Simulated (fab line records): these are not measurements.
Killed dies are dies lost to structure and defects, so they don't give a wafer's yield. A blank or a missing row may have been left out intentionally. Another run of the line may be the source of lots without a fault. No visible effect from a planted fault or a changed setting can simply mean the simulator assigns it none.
Matching of chambers | flow n5Finfet | N5_GATE_CUT_ETCH_37 on rieDiel-03: 4 sister chambers
The step etches SOC in N2/H2, target depth 60 nm, overetch 12 nm, time 90 s. 14 wafers are shown with their chamber, then 7 later ones without.

## WAFERS PAIRED WITH THEIR CHAMBERS
wafer  | chamber | drypumpMotorCurrentA (A) | throttleValvePct (%) | oesProductAu (a.u.)
L080.3 | 3       | 5.7                      | 17.64                | 0.85
L080.4 | 1       | 6.6                      | 17.85                | 0.66
L080.5 | 0       | 5.7                      | 17.24                | 0.91
L082.1 | 3       | 5.7                      | 17.63                | 0.84
L082.4 | 0       | 5.7                      | 17.25                | 0.87
L082.6 | 3       | 5.7                      | 17.66                | 0.84
L083.1 | 2       | 6.4                      | 17.66                | 0.80
L083.4 | 0       | 5.7                      | 17.26                | 0.87
L083.5 | 0       | 5.6                      | 17.24                | 0.87
L085.3 | 3       | 5.7                      | 17.64                | 0.82
L085.5 | 1       | 6.6                      | 17.85                | 0.66
L085.6 | 2       | 6.4                      | 17.67                | 0.79
L086.1 | 0       | 5.7                      | 17.25                | 0.84
L086.5 | 0       | 5.7                      | 17.26                | 0.85

SIGNATURES, as means of the wafers listed above
reading              | chamber 0 | chamber 1 | chamber 2 | chamber 3 | scatter within a chamber
drypumpMotorCurrentA | 5.683     | 6.600     | 6.400     | 5.700     | 0.0289
throttleValvePct     | 17.2500   | 17.8500   | 17.6650   | 17.6425   | 0.00962
oesProductAu         | 0.8683    | 0.6600    | 0.7950    | 0.8375    | 0.0185
Rule: for a wafer and a chamber, the distance is found by dividing, reading by reading, the gap between the wafer's reading and the chamber's mean by the reading's scatter, squaring, summing and taking the root. The wafer belongs to the nearest chamber; if the next one is less than 2 further off, it can't be placed. How the scatter is found: for the shown wafers, subtract from each reading the mean of its chamber, square and add these, divide the total by (wafers less chambers), then take the root.

## WAFERS WHOSE CHAMBER IS MISSING
wafer  | drypumpMotorCurrentA (A) | throttleValvePct (%) | oesProductAu (a.u.)
L086.6 | 6.6                      | 17.87                | 0.66
L091.1 | 5.8                      | 17.68                | 0.81
L091.2 | 6.4                      | 17.68                | 0.78
L091.3 | 5.7                      | 17.26                | 0.84
L097.3 | 5.7                      | 17.69                | 0.78
L097.4 | 6.4                      | 17.70                | 0.76
L097.6 | 5.7                      | 17.71                | 0.79

## WHICH CHAMBER EACH ONE RAN IN
wafer  | from the rows above | in truth
L086.6 | 1                   | 1
L091.1 | 3                   | 3
L091.2 | 2                   | 2
L091.3 | 0                   | 0
L097.3 | 3                   | 3
L097.4 | 2                   | 2
L097.6 | 3                   | 3
Correctly placed: 7 of 7. Left unplaced by these rows: 0. 0 placed wrongly.
